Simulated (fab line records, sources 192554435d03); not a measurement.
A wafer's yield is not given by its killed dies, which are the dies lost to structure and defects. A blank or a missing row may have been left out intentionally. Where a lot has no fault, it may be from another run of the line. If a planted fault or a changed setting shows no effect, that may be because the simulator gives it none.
Which tool was responsible? / flow n5-finfet / at 1 step of a route of 1938, 6 lots with 15 wafers sampled

WHAT EACH GAUGE READ, for each wafer
N5_DUMMY_REMOVAL_INSPECT_06: inspects for defects (brightfield).
lot=L154; measured=day 4 06:21; on=defect-inspect-01; raw-defect-count=15 14 6
lot=L159; measured=day 5 09:08; on=defect-inspect-01; raw-defect-count=13 8 8
lot=L162; measured=day 6 05:11; on=defect-inspect-01; raw-defect-count=13 9 22
lot=L166; measured=day 7 06:39; on=defect-inspect-01; raw-defect-count=9 12
lot=L172; measured=day 8 16:33; on=defect-inspect-01; raw-defect-count=19 27
lot=L175; measured=day 9 09:32; on=defect-inspect-02; raw-defect-count=3 9

TOOL THAT RAN EACH LOT (tool first, then ch and the chambers of the sampled wafers, then the start)
No process step before these readings appears in the record.

THE ANSWER, worked out from the rows above alone
Rule: what is usual is taken from the lots themselves. The widest of any qualifying gaps counts: lots, ordered by their means at a reading, are off when they make up no more than a third of the lots, leave a main group of 4 or more, and stand apart from it by 3 or more times the standard deviation of that group's means. Not used: any main group whose means are identical at the precision the tables above print for the reading. A lot without any number at a reading at which 4 lots or more have one is off too. Where the step has rows for the other lots, those lots are counted as sound.
Across all readings shown, no lot is off: no conclusion can be drawn from this.

WHAT WAS PUT IN BY THE SIMULATOR
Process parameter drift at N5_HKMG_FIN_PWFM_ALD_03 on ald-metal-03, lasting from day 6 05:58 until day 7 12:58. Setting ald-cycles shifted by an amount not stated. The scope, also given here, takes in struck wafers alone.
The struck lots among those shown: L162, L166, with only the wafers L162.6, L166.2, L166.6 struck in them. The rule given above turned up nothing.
